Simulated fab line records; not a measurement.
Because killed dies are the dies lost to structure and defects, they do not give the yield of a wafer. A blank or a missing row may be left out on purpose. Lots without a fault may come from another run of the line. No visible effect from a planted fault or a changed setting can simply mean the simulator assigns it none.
Split-lot trial	flow n5-finfet	21 wafers read across 7 lots, on a route 1938 steps long

## SPLIT DETAILS
At N5_BEOL_M4_ALD_98 (deposits SiO2, target thk 2.5 nm, pulse time 1 s, co reactant pulse time 1 s), the setting ald-cycles was moved away from the recipe's 17 on 7 of the 21 wafers read, by -5.9% to +17.6%. The other wafers ran this setting at the recipe's value.

Reading taken at the split's own step.

## THE READING
SiO2_of_BEOL_M4_ALD_98.thk-nm (the simulator's own value, which no gauge read), in nm, at N5_BEOL_M4_ALD_98 (deposits SiO2, target thk 2.5 nm, pulse time 1 s, co reactant pulse time 1 s). There is no usual value for it anywhere in the file. Across the 14 wafers here that went through the recipe, the average is 2.5 nm and the standard deviation 0.09 nm.

wafer	tool, chamber at the split	ald-cycles as run	against the recipe	SiO2_of_BEOL_M4_ALD_98.thk-nm, nm	against lot-mates on the recipe
L075.2	ald-sin-02, 0,2	16	-5.9%	2.4	+0.0
L075.3	ald-sin-02, 0,2	16	-5.9%	2.4	+0.0
L075.6	ald-sin-02, 0	17	recipe	2.4	-
L074.2	ald-sin-01, 0,2	19	+11.8%	2.8	+0.4
L074.3	ald-sin-01, 0,2	19	+11.8%	2.8	+0.4
L074.4	ald-sin-01, 3	17	recipe	2.4	-
L077.1	ald-sin-02, 2	17	recipe	2.4	-
L077.5	ald-sin-02, 3	17	recipe	2.6	-
L077.6	ald-sin-02, 2	18	+5.9%	2.6	+0.1
L078.1	ald-sin-01, 0,1	17	recipe	2.4	-
L078.6	ald-sin-01, 0,1	17	recipe	2.4	-
L078.3	ald-sin-01, 1	17	recipe	2.6	-
L088.2	ald-sin-03, 0	17	recipe	2.4	-
L088.4	ald-sin-03, 3,0	17	recipe	2.6	-
L088.5	ald-sin-03, 3,0	17	recipe	2.6	-
L095.1	ald-sin-02, 0,0,1	17	recipe	2.4	-
L095.3	ald-sin-02, 0,0,1	17	recipe	2.4	-
L095.5	ald-sin-02, 0,0,1	17	recipe	2.4	-
L096.1	ald-sin-02, 0	17	recipe	2.4	-
L096.3	ald-sin-02, 1,3	20	+17.6%	3	+0.6
L096.5	ald-sin-02, 1,3	20	+17.6%	3	+0.6
Rows listing several chambers each stand for several wafers; the file does not say which wafer went through which chamber.

THE FIT
A straight line over all 21 wafers: SiO2_of_BEOL_M4_ALD_98.thk-nm changes by +0.0278 nm for each +1% of ald-cycles; r = +0.91; the points scatter about the line by 0.085 nm.
The same after taking each lot's own level away (the mean of its wafers on the recipe; 21 wafers): +0.0297 nm for each +1%; r = +0.92; scatter 0.087 nm.
That fit puts the effect of the largest move of ald-cycles on the reading at 0.53 nm.
From 2.40 to 2.53 nm: that is the span of the lots' own levels, equal to 1.5 times the standard deviation above.
The two slopes are in agreement: the lot-to-lot level therefore moves the slope only a little.
Check: for one of the wafers moved furthest among these (+17.6%), held out of the fit, the line's prediction against its lot-mates is +0.527 nm. It came out at +0.6 nm against them.

## ADDITIONAL SPLITS CARRIED BY THESE WAFERS
Note: prior to the reading, these wafers also went through further splits. Each is held against what the fit with the lots' levels taken away leaves over:
other split on the same wafers	wafers away from the commonest value	r with SiO2_of_BEOL_M4_ALD_98.thk-nm (lot level and that fit taken away)
N5_BEOL_M4_EXPOSE_25 dose-mj	9	-0.40

## FILE'S OWN FIT
SiO2_of_BEOL_M4_ALD_98.thk-nm changes by +0.0306 nm for each +1% of ald-cycles, r = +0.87.
